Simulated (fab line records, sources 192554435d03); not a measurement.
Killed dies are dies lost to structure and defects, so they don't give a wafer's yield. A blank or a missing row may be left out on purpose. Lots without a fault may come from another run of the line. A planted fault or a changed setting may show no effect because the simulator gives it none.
Chamber matching | flow n5_finfet | N5_DUMMY_REMOVAL_STRIP_10 on rie_diel-04: 4 sister chambers
The step strips in N2/H2, time 40 s. 8 wafers are shown with their chamber, then 10 later ones without.

WAFERS WITH THEIR CHAMBER
wafer  | chamber | throttle_valve_pct (%) | oes_product_au (a.u.)
L079.3 | 0       | 12.79                  | 0.70
L080.3 | 0       | 12.81                  | 0.70
L084.3 | 1       | 12.45                  | 0.72
L084.4 | 3       | 12.24                  | 0.67
L084.5 | 2       | 12.08                  | 0.91
L084.6 | 1       | 12.46                  | 0.73
L085.1 | 2       | 12.09                  | 0.92
L085.3 | 3       | 12.25                  | 0.67

WAFERS WITHOUT THEIR CHAMBER
wafer  | throttle_valve_pct (%) | oes_product_au (a.u.)
L085.5 | 12.46                  | 0.73
L086.1 | 12.48                  | 0.73
L086.3 | 12.48                  | 0.72
L086.5 | 12.47                  | 0.72
L090.1 | 12.16                  | 0.96
L090.5 | 12.11                  | 0.89
L090.6 | 12.14                  | 0.96
L093.2 | 11.60                  | 0.99
L093.4 | 12.15                  | 0.92
L093.5 | 11.59                  | 1.00

WHICH CHAMBER EACH WENT THROUGH
wafer  | from the rows above | in truth
L085.5 | 1                   | 1
L086.1 | 1                   | 1
L086.3 | 1                   | 1
L086.5 | 1                   | 1
L090.1 | 2                   | 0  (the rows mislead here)
L090.5 | 2                   | 2
L090.6 | 2                   | 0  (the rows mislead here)
L093.2 | 2                   | 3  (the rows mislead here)
L093.4 | 2                   | 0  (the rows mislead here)
L093.5 | 2                   | 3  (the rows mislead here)
Placed correctly: 5 of 10. Can't be placed from these rows: 0. Placed wrongly: 5.
How it was worked out, from the rows above alone: a wafer's distance from a chamber is the root of the sum, over the readings, of the square of ((its reading less the chamber's mean) divided by the reading's scatter). The wafer belongs to the nearest chamber; if the next one is less than 2 further off, it can't be placed. A chamber's mean is the mean of its shown wafers. The scatter: the root of (the sum of the squares of (reading less its chamber's mean) over the shown wafers, divided by (wafers less chambers)).
